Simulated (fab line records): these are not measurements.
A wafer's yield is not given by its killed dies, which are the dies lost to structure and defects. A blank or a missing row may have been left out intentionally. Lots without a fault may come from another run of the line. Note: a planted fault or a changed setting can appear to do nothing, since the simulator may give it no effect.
Split-lot experiment    flow n5-finfet    39 wafers read across 7 lots, on a route 1938 steps long

== THE SPLIT ==
At N5_MOL_CONTACT_COAG_VIA_ETCH_46 (etches SiO2 in C4F6/O2, target depth 46 nm, overetch 9.2 nm, time 40 s), the setting target-depth-a was moved away from the recipe's 460 angstrom on 6 of the 39 wafers read, by -45.2% to -33.9%. All remaining wafers had this setting at the recipe value.

== FROM THE SPLIT TO THE READING: what the file shows between them, 7 steps ==
- N5_MOL_CONTACT_COAG_STRIP_96: strips in N2/H2
- N5_MOL_CONTACT_COAG_ETCH_47: etches SiNx in CH3F/O2, stops on W, target depth 27 nm
- N5_MOL_CONTACT_COAG_STRIP_119: strips in N2/H2, time 30 s
- N5_MOL_CONTACT_COAG_PRECLEAN_144: cleans in alkaline clean, time 60 s
- N5_MOL_CONTACT_COAG_STRIP_120: strips in CHF3
- N5_MOL_CONTACT_COAG_VIA_ETCH_117: etches SiO2 in C4F6/O2, target depth 40 nm, overetch 8 nm, time 26 s
- N5_MOL_CONTACT_COAG_ETCH_124: etches SiNx in CH3F/O2, stops on SiOC, target depth 6.5 nm

== THE READING ==
oes-product-au, in a.u., at N5_MOL_CONTACT_COAG_ETCH_48 (etches SiOC in C4F6/O2, target depth 15 nm, overetch 4.5 nm, time 17 s). On this fab line, fault-free wafers typically give 0.69 a.u. with a standard deviation of 0.085 a.u.

wafer   tool, chamber at the split  target-depth-a as run, angstrom  against the recipe  oes-product-au, a.u.  against lot-mates on the recipe
L077.1  rie-diel-01, 2              460                              recipe              0.60                  -
L077.3  rie-diel-01, 1              460                              recipe              0.60                  -
L077.6  rie-diel-01, 3              460                              recipe              0.57                  -
L085.1  rie-diel-05, 2              304.2                            -33.9%              0.31                  -0.43
L085.2  rie-diel-05, 3              304.2                            -33.9%              0.28                  -0.46
L085.3  rie-diel-05, 1              460                              recipe              0.86                  -
L085.4  rie-diel-05, 0              460                              recipe              0.74                  -
L085.5  rie-diel-05, 2              304.2                            -33.9%              0.33                  -0.41
L085.6  rie-diel-05, 1              460                              recipe              0.63                  -
L087.1  rie-diel-03, 1              460                              recipe              0.74                  -
L087.2  rie-diel-03, 3              460                              recipe              0.57                  -
L087.3  rie-diel-03, 2              460                              recipe              0.61                  -
L087.4  rie-diel-03, 3              460                              recipe              0.58                  -
L087.5  rie-diel-03, 2              460                              recipe              0.56                  -
L087.6  rie-diel-03, 1              460                              recipe              0.77                  -
L090.1  rie-diel-01, 1              460                              recipe              0.76                  -
L090.2  rie-diel-01, 3              460                              recipe              0.71                  -
L090.3  rie-diel-01, 0              460                              recipe              0.67                  -
L090.4  rie-diel-01, 1              460                              recipe              0.70                  -
L090.5  rie-diel-01, 3              460                              recipe              0.69                  -
L090.6  rie-diel-01, 0              460                              recipe              0.73                  -
L093.1  rie-diel-01, 3              252.2                            -45.2%              0.33                  -0.38
L093.2  rie-diel-01, 1              460                              recipe              0.71                  -
L093.3  rie-diel-01, 0              252.2                            -45.2%              0.32                  -0.39
L093.4  rie-diel-01, 0              460                              recipe              0.70                  -
L093.5  rie-diel-01, 1              252.2                            -45.2%              0.33                  -0.38
L093.6  rie-diel-01, 3              460                              recipe              0.72                  -
L095.1  rie-diel-01, 1              460                              recipe              0.70                  -
L095.2  rie-diel-01, 0              460                              recipe              0.57                  -
L095.3  rie-diel-01, 3              460                              recipe              0.58                  -
L095.4  rie-diel-01, 2              460                              recipe              0.80                  -
L095.5  rie-diel-01, 1              460                              recipe              0.56                  -
L095.6  rie-diel-01, 0              460                              recipe              0.81                  -
L097.1  rie-diel-05, 0              460                              recipe              0.74                  -
L097.2  rie-diel-05, 1              460                              recipe              0.70                  -
L097.3  rie-diel-05, 2              460                              recipe              0.64                  -
L097.4  rie-diel-05, 3              460                              recipe              0.72                  -
L097.5  rie-diel-05, 2              460                              recipe              0.69                  -
L097.6  rie-diel-05, 3              460                              recipe              0.72                  -

FIT RESULTS
A straight line over all 39 wafers: oes-product-au changes by +0.00894 a.u. for each +1% of target-depth-a; r = +0.86; the points scatter about the line by 0.079 a.u.
The same after taking each lot's own level away (the mean of its wafers on the recipe; 39 wafers): +0.01 a.u. for each +1%; r = +0.90; scatter 0.072 a.u.
Per that fit: largest target-depth-a move, reading shift of 0.45 a.u.
Measured against the standard deviation above, the lots' own levels, which go from 0.590 to 0.743 a.u., span 1.8 times it.
Hence the slope depends on the lot-to-lot level, as the two fits are not the same.
Check: for one of the wafers moved furthest among these (-45.2%), held out of the fit, the line's prediction against its lot-mates is -0.475 a.u. It came out at -0.38 a.u. against them.

== ADDITIONAL SPLITS CARRIED BY THESE WAFERS ==
Note: prior to the reading, these wafers also went through further splits. Each is held against what the fit with the lots' levels taken away leaves over:
other split on the same wafers  wafers away from the commonest value  r with oes-product-au (lot level and that fit taken away)
N5_FIN_SAQP_HM_DEP_03 time-s    6                                     +0.01

== THE WHOLE CHAIN: every reading that the file lists as answering this split, in the file's order ==
step                             what it does                                                            reading                                                                                  change (the file's fit)                   r (the file's)
N5_MOL_CONTACT_COAG_VIA_ETCH_46  etches SiO2 in C4F6/O2, target depth 46 nm, overetch 9.2 nm, time 40 s  etch.depth-nm (the simulator's own value, which no gauge read)                           +0.216 nm for each +1% of the setting     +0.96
N5_MOL_CONTACT_COAG_VIA_ETCH_46  etches SiO2 in C4F6/O2, target depth 46 nm, overetch 9.2 nm, time 40 s  SOC_of_MOL_CONTACT_COAG_COAT_75.thk-nm (the simulator's own value, which no gauge read)  -0.0546 nm for each +1% of the setting    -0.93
N5_MOL_CONTACT_COAG_ETCH_47      etches SiNx in CH3F/O2, stops on W, target depth 27 nm                  oes-product-au                                                                           +0.0116 a.u. for each +1% of the setting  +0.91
N5_MOL_CONTACT_COAG_ETCH_124     etches SiNx in CH3F/O2, stops on SiOC, target depth 6.5 nm              oes-product-au                                                                           +0.01 a.u. for each +1% of the setting    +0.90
N5_MOL_CONTACT_COAG_ETCH_48      etches SiOC in C4F6/O2, target depth 15 nm, overetch 4.5 nm, time 17 s  oes-product-au                                                                           +0.0101 a.u. for each +1% of the setting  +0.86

== THE FILE'S OWN FIT ==
oes-product-au changes by +0.0101 a.u. for each +1% of target-depth-a, r = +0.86.
